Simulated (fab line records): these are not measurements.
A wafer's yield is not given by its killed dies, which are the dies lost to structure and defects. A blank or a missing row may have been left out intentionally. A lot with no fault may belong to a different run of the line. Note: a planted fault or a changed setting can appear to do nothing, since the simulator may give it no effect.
Comparing a struck lot with a sound one / flow n5Finfet / 31 out of 1938 route steps
Sound: these wafers, L667.3, L667.4, L667.6. Struck: wafers L670.1, L670.3. (L670.4 of the same lot was not struck and is left out.) The cause comes at the end.
Order at every step that has rows: each side's tool, ch and its chambers, its first start. Under that, the readings that differ: sound wafers / struck wafers / difference of the means / sigmas: that difference in standard deviations of wafers without a fault.
alike: a reading whose means differ by less than 2 such deviations, as well as words and numbers matching on both sides. not compared: withheld readings; readings where some wafer has no value; bounds like >300 that might hide an equal value; numbers whose values overlap and for which the record gives no deviation.
The two part at a step that has a row with sigmas, a row that says differs or no value, or rows on one side only. Numbers that have no deviation but don't overlap get no sigmas and don't part them. A reading missing from all wafers of one side parts the sides only when that side holds two or more wafers.

first, 1 step without rows for these wafers: N5_PASSIVATION_HARDBAKE_31 (time 120 s).
N5_PASSIVATION_CD_MEAS_30 targets a cd of 4000 nm.
  sound on cdSem-03 ch 0, day 12 20:28; struck on cdSem-02 ch 0, day 14 12:25
  alike: cdNm
N5_PASSIVATION_OVL_MEAS_63:
  sound on overlay-02 ch 0, day 12 20:29; struck on overlay-02 ch 0, day 14 12:26
  alike: PAD_OVL
N5_PASSIVATION_INSPECT_64: inspects for defects (macro).
  sound on defectInspect-01 at day 12 20:31; struck on defectInspect-02 at day 14 12:28
  alike: rawDefectCount
then, 1 step without rows for these wafers: N5_PASSIVATION_DESCUM_32 (chemistry O2, time 7.9 s).
N5_PASSIVATION_AL_ETCH_33: etches Al in Cl2/BCl3, stops on TaN, target depth 2800 nm, time 466.7 s.
  sound on rieMetal-02 ch 0,1, day 12 20:46; struck on rieMetal-01 ch 0,1, day 14 12:35
  alike: bcl3FlowSccm, biasW, drypumpMotorCurrentA, oesProductAu, throttleValvePct
  not compared: rfHoursCounterH
N5_PASSIVATION_ETCH_59: etches TaN in Cl2/BCl3, target depth 65 nm, time 34.9 s.
  sound on rieMetal-02 ch 0,1, day 12 21:04; struck on rieMetal-01 ch 0,1, day 14 12:59
  alike: bcl3FlowSccm, biasW, drypumpMotorCurrentA, oesProductAu, throttleValvePct
  not compared: rfHoursCounterH
then, 5 steps without rows for these wafers: N5_PASSIVATION_STRIP_34 (strips in O2); N5_PASSIVATION_STRIP_51 (strips in post etch residue remover, time 1200 s); N5_PASSIVATION_CLEAN_69 (cleans in IPA, time 180 s); N5_PASSIVATION_SRD_70 (time 30 s); N5_PASSIVATION_PECVD_53 (deposits SiO2 from TEOS/O2, target thk 800 nm, time 169.4 s).
N5_PASSIVATION_PECVD_35: deposits SiNx from SiH4/NH3/N2, target thk 700 nm, time 151.3 s.
  sound on pecvd-04 ch 1,2, day 12 21:52; struck on pecvd-01 ch 0,1, day 14 13:44
reading=heaterPowerW (W); sound=317 222 351; struck=498 498; difference=+201; sigmas=+2
reading=runLengthS (s); sound=196.1 194.2 195.4; struck=177.1 178.5; difference=-17.4; sigmas=-25
reading=model.SiNx_of_PASSIVATION_PECVD_35.thkNm (nm); sound=701.2 712 706; struck=619.8 623; difference=-85.0; sigmas=
  alike: heaterPowerOuterW, showerheadPlenumPTorr, showerheadVppV, throttleValvePct
then, 8 steps without rows for these wafers: N5_PASSIVATION_HMDS_37 (time 60 s); N5_PASSIVATION_COAT_38; N5_PASSIVATION_EBR_40; N5_PASSIVATION_SOFTBAKE_39 (time 120 s); N5_PASSIVATION_EXPOSE_41 (exposes mask PASS OPEN, defocus 0 nm, target cd 40000 nm); N5_PASSIVATION_PEB_42; N5_PASSIVATION_DEVELOP_43 (develop time 60 s); N5_PASSIVATION_HARDBAKE_45 (time 120 s).
N5_PASSIVATION_CD_MEAS_44 targets a cd of 40000 nm.
  sound on cdSem-01 ch 0, day 12 22:19; struck on cdSem-02 ch 0, day 14 14:10
reading=cdNm (nm); sound=39996 39997 40000; struck=40004 40009; difference=+9; sigmas=+2
N5_PASSIVATION_OVL_MEAS_66:
  sound on overlay-01 ch 0, day 12 22:20; struck on overlay-02 ch 0, day 14 14:11
  alike: PASS_OPEN_OVL
N5_PASSIVATION_INSPECT_67: inspects for defects (macro).
  sound on defectInspect-02 at day 12 22:22; struck on defectInspect-02 at day 14 14:13
  alike: rawDefectCount
N5_PASSIVATION_DESCUM_46: chemistry O2, time 7.9 s.
  sound on rieDiel-06 ch 2,3, day 12 22:23; struck on rieDiel-02 ch 0,3, day 14 14:15
  alike: drypumpMotorCurrentA, oesProductAu, rfVppV, showerheadPlenumPTorr, throttleValvePct
  not compared: rfHoursCounterH
N5_PASSIVATION_PASS_ETCH_47: etches SiNx in CF4/O2, target depth 770 nm, time 385 s.
  sound on rieDiel-06 ch 2,3, day 12 22:26; struck on rieDiel-02 ch 0,3, day 14 14:17
  alike: O2_flow_sccm, biasW, drypumpMotorCurrentA, oesProductAu, rfVppV, showerheadPlenumPTorr, throttleValvePct
  not compared: rfHoursCounterH
N5_PASSIVATION_ETCH_54: etches SiO2 in CHF3/O2, target depth 880 nm, time 440 s.
  sound on rieDiel-06 ch 2,3, day 12 22:39; struck on rieDiel-02 ch 0,3, day 14 14:31
reading=O2_flow_sccm (sccm); sound=4.994 5.033 5.038; struck=4.995 4.986; difference=-0.031; sigmas=-2
  alike: biasW, drypumpMotorCurrentA, oesProductAu, rfVppV, showerheadPlenumPTorr, throttleValvePct
  not compared: rfHoursCounterH
then, 1 step without rows for these wafers: N5_PASSIVATION_STRIP_48 (strips in O2).
N5_PASSIVATION_STRIP_52: strips in post etch residue remover, time 1200 s.
  sound on wetBench-04 ch 1,5,6, day 12 23:01; struck on wetBench-05 ch 0,7, day 14 14:52
reading=model.SiNx_of_PASSIVATION_PECVD_35.thkNm (nm); sound=700.8 711.6 705.6; struck=619.4 622.6; difference=-85.0; sigmas=
  alike: bathGuardTempC
then, 1 step without rows for these wafers: N5_PASSIVATION_CLEAN_71 (cleans in IPA, time 180 s).
N5_PASSIVATION_PROBE_49:
  sound on prober-01 at day 13 01:32; struck on prober-02 at day 14 17:19
  alike: defectLimitedYield, killed_at_M0_to_M3, killed_at_M4_up, killedAtContacts, killedAtFrontEnd, killedAtOther, killedDies, killedOpen, killedShort, sort_bin_5_function, sort_bin_6_memory, sortNPass, sortYieldPct

WHERE THEY PART
First at N5_PASSIVATION_PECVD_35; last, within this record, at N5_PASSIVATION_ETCH_54. Later steps at which nothing parts them and some readings are alike: N5_PASSIVATION_STRIP_52, N5_PASSIVATION_PROBE_49.

WHY: what the simulator had put in
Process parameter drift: pecvd-01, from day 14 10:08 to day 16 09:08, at N5_PASSIVATION_PECVD_35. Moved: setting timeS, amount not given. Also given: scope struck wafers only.
